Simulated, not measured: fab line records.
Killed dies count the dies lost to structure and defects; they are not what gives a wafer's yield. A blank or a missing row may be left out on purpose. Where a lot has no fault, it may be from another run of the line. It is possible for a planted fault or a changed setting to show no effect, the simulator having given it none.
Split-lot experiment / flow n5-finfet / route with 1938 steps; 7 lots, 21 wafers read

== SPLIT DETAILS ==
At N5_BEOL_M1_COAT_68 (time 60 s, resist thk 12 nm), the setting spin-rpm was moved away from the recipe's 1500 rpm on 5 of the 21 wafers read, by -3.5% to +6.6%. The other wafers ran this setting at the recipe's value.

== FROM THE SPLIT TO THE READING: what the file shows between them, 5 steps ==
- N5_BEOL_M1_COAT_76: time 60 s, resist thk 5 nm (also split here: spin-rpm)
- N5_BEOL_M1_COAT_22: resist thk 30 nm
- N5_BEOL_M1_EBR_24
- N5_BEOL_M1_DESCUM_33: chemistry O2, time 7 s
- N5_BEOL_M1_ETCH_77: etches underlayer in N2/H2, target depth 6.5 nm, time 5.2 s

== THE READING ==
etch.depth-nm (the simulator's own value, which no gauge read), in nm, at N5_BEOL_M1_ETCH_69 (etches SiARC in CF4, target depth 15.6 nm, time 26 s). The file does not state a usual value for it. Average 12.00 nm, standard deviation 0.03 nm, over the 16 wafers here run with the recipe.

wafer=L075.1; tool, chamber at the split=litho-track-01, 0; spin-rpm as run, rpm=1500; against the recipe=recipe; etch.depth-nm, nm=12; against lot-mates on the recipe=-
wafer=L075.4; tool, chamber at the split=litho-track-01, 0; spin-rpm as run, rpm=1448; against the recipe=-3.5%; etch.depth-nm, nm=12.26; against lot-mates on the recipe=+0.25
wafer=L075.6; tool, chamber at the split=litho-track-01, 0; spin-rpm as run, rpm=1500; against the recipe=recipe; etch.depth-nm, nm=12.02; against lot-mates on the recipe=-
wafer=L076.1; tool, chamber at the split=litho-track-02, 0; spin-rpm as run, rpm=1500; against the recipe=recipe; etch.depth-nm, nm=11.96; against lot-mates on the recipe=-
wafer=L076.4; tool, chamber at the split=litho-track-02, 0; spin-rpm as run, rpm=1500; against the recipe=recipe; etch.depth-nm, nm=11.96; against lot-mates on the recipe=-
wafer=L076.6; tool, chamber at the split=litho-track-02, 0; spin-rpm as run, rpm=1500; against the recipe=recipe; etch.depth-nm, nm=11.96; against lot-mates on the recipe=-
wafer=L078.1; tool, chamber at the split=litho-track-02, 0; spin-rpm as run, rpm=1500; against the recipe=recipe; etch.depth-nm, nm=12.04; against lot-mates on the recipe=-
wafer=L078.2; tool, chamber at the split=litho-track-02, 0; spin-rpm as run, rpm=1500; against the recipe=recipe; etch.depth-nm, nm=11.98; against lot-mates on the recipe=-
wafer=L078.6; tool, chamber at the split=litho-track-02, 0; spin-rpm as run, rpm=1500; against the recipe=recipe; etch.depth-nm, nm=12.02; against lot-mates on the recipe=-
wafer=L085.1; tool, chamber at the split=litho-track-01, 0; spin-rpm as run, rpm=1500; against the recipe=recipe; etch.depth-nm, nm=12.01; against lot-mates on the recipe=-
wafer=L085.4; tool, chamber at the split=litho-track-01, 0; spin-rpm as run, rpm=1447; against the recipe=-3.5%; etch.depth-nm, nm=12.25; against lot-mates on the recipe=+0.23
wafer=L085.5; tool, chamber at the split=litho-track-01, 0; spin-rpm as run, rpm=1500; against the recipe=recipe; etch.depth-nm, nm=12.04; against lot-mates on the recipe=-
wafer=L089.3; tool, chamber at the split=litho-track-05, 0; spin-rpm as run, rpm=1544; against the recipe=+2.9%; etch.depth-nm, nm=11.76; against lot-mates on the recipe=-0.19
wafer=L089.5; tool, chamber at the split=litho-track-05, 0; spin-rpm as run, rpm=1500; against the recipe=recipe; etch.depth-nm, nm=11.95; against lot-mates on the recipe=-
wafer=L089.6; tool, chamber at the split=litho-track-05, 0; spin-rpm as run, rpm=1544; against the recipe=+2.9%; etch.depth-nm, nm=11.78; against lot-mates on the recipe=-0.17
wafer=L093.4; tool, chamber at the split=litho-track-02, 0; spin-rpm as run, rpm=1500; against the recipe=recipe; etch.depth-nm, nm=11.98; against lot-mates on the recipe=-
wafer=L093.5; tool, chamber at the split=litho-track-02, 0; spin-rpm as run, rpm=1500; against the recipe=recipe; etch.depth-nm, nm=12; against lot-mates on the recipe=-
wafer=L093.6; tool, chamber at the split=litho-track-02, 0; spin-rpm as run, rpm=1500; against the recipe=recipe; etch.depth-nm, nm=12; against lot-mates on the recipe=-
wafer=L097.3; tool, chamber at the split=litho-track-02, 0; spin-rpm as run, rpm=1500; against the recipe=recipe; etch.depth-nm, nm=12; against lot-mates on the recipe=-
wafer=L097.5; tool, chamber at the split=litho-track-02, 0; spin-rpm as run, rpm=1599; against the recipe=+6.6%; etch.depth-nm, nm=11.65; against lot-mates on the recipe=-0.38
wafer=L097.6; tool, chamber at the split=litho-track-02, 0; spin-rpm as run, rpm=1500; against the recipe=recipe; etch.depth-nm, nm=12.05; against lot-mates on the recipe=-

FIT RESULTS
A straight line over all 21 wafers: etch.depth-nm changes by -0.0639 nm for each +1% of spin-rpm; r = -0.96; the points scatter about the line by 0.037 nm.
The same after taking each lot's own level away (the mean of its wafers on the recipe; 21 wafers): -0.0611 nm for each +1%; r = -0.99; scatter 0.018 nm.
That fit puts the effect of the largest move of spin-rpm on the reading at 0.4 nm.
From 11.950 to 12.025 nm: that is the span of the lots' own levels, equal to 2.5 times the standard deviation above.
Consequently the slope shifts little with the lot-to-lot level, the two slopes agreeing.
Check: for one of the wafers moved furthest among these (+6.6%), held out of the fit, the line's prediction against its lot-mates is -0.428 nm. Against them it came out at -0.375 nm.

== OTHER SPLITS APPLIED TO THESE WAFERS ==
Before the reading, these wafers also passed through other splits. Each is held against what the fit with the lots' levels taken away leaves over:
other split on the same wafers=N5_SD_EPI_P_EPI_21 time-s; wafers away from the commonest value=7; r with etch.depth-nm (lot level and that fit taken away)=+0.06
other split on the same wafers=N5_HKMG_FIN_CVD_62 temp-c; wafers away from the commonest value=10; r with etch.depth-nm (lot level and that fit taken away)=+0.15
other split on the same wafers=N5_HKMG_FIN_ETCH_86 target-depth-a; wafers away from the commonest value=8; r with etch.depth-nm (lot level and that fit taken away)=+0.16
other split on the same wafers=N5_MOL_CONTACT_COAG_ETCH_105 bias-w; wafers away from the commonest value=6; r with etch.depth-nm (lot level and that fit taken away)=+0.02
other split on the same wafers=N5_MOL_CONTACT_COAG_CONTACT_ETCH_14 source-w; wafers away from the commonest value=10; r with etch.depth-nm (lot level and that fit taken away)=+0.08
other split on the same wafers=N5_MOL_CONTACT_COAG_COAT_76 spin-rpm; wafers away from the commonest value=5; r with etch.depth-nm (lot level and that fit taken away)=-0.03
other split on the same wafers=N5_BEOL_M0_SAQP_PECVD_96 time-s; wafers away from the commonest value=10; r with etch.depth-nm (lot level and that fit taken away)=+0.25
other split on the same wafers=N5_BEOL_M0_SAQP_CUT_ETCH_46 time-s; wafers away from the commonest value=7; r with etch.depth-nm (lot level and that fit taken away)=-0.21
other split on the same wafers=N5_BEOL_M1_COAT_76 spin-rpm; wafers away from the commonest value=6; r with etch.depth-nm (lot level and that fit taken away)=-0.38

== THE FILE'S OWN FIT ==
etch.depth-nm changes by -0.0611 nm for each +1% of spin-rpm, r = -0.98.
